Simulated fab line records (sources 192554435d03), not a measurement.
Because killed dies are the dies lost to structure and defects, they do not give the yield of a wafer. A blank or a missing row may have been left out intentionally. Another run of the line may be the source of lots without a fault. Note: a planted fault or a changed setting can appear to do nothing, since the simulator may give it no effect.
Chamber matching | flow n5Finfet | N5_BEOL_M8_VIA_ETCH_34 on rieDiel-02: 4 sister chambers
The step etches SiCOH lowk in C4F6/O2, target depth 125.5 nm, time 50.5 s. 4 wafers are shown with their chamber, then 10 later ones without.

## WAFERS PAIRED WITH THEIR CHAMBERS
wafer  | chamber | showerheadPlenumPTorr (Torr)
L080.5 | 2       | 2.96
L084.5 | 0       | 2.70
L084.6 | 1       | 2.93
L087.4 | 3       | 2.71

## WAFERS MISSING THEIR CHAMBER
wafer  | showerheadPlenumPTorr (Torr)
L087.6 | 2.95
L089.1 | 2.70
L089.2 | 2.94
L089.3 | 2.91
L093.1 | 2.91
L093.4 | 3.03
L093.5 | 2.94
L082.1 | 2.70
L082.3 | 3.03
L082.6 | 2.70

## CHAMBER TAKEN BY EACH
wafer  | from the rows above     | in truth
L087.6 | can't be placed: 2 or 1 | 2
L089.1 | can't be placed: 0 or 3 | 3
L089.2 | can't be placed: 1 or 2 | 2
L089.3 | can't be placed: 1 or 2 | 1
L093.1 | can't be placed: 1 or 2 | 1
L093.4 | can't be placed: 2 or 1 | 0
L093.5 | can't be placed: 1 or 2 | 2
L082.1 | can't be placed: 0 or 3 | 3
L082.3 | can't be placed: 2 or 1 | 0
L082.6 | can't be placed: 0 or 3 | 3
Correctly placed: 0 of 10. From these rows, 10 cannot be placed; in 8 the true chamber is one of the candidates. Placed wrongly: 0.
How it was worked out, from the rows above alone: a wafer's distance from a chamber is the root of the sum, over the readings, of the square of ((its reading less the chamber's mean) divided by the reading's scatter). The wafer belongs to the nearest chamber; if the next one is less than 2 further off, it can't be placed. A chamber's mean is the mean of its shown wafers. The scatter: root of mean squared gap, hidden wafer to nearest shown wafer, with one shown wafer a chamber.
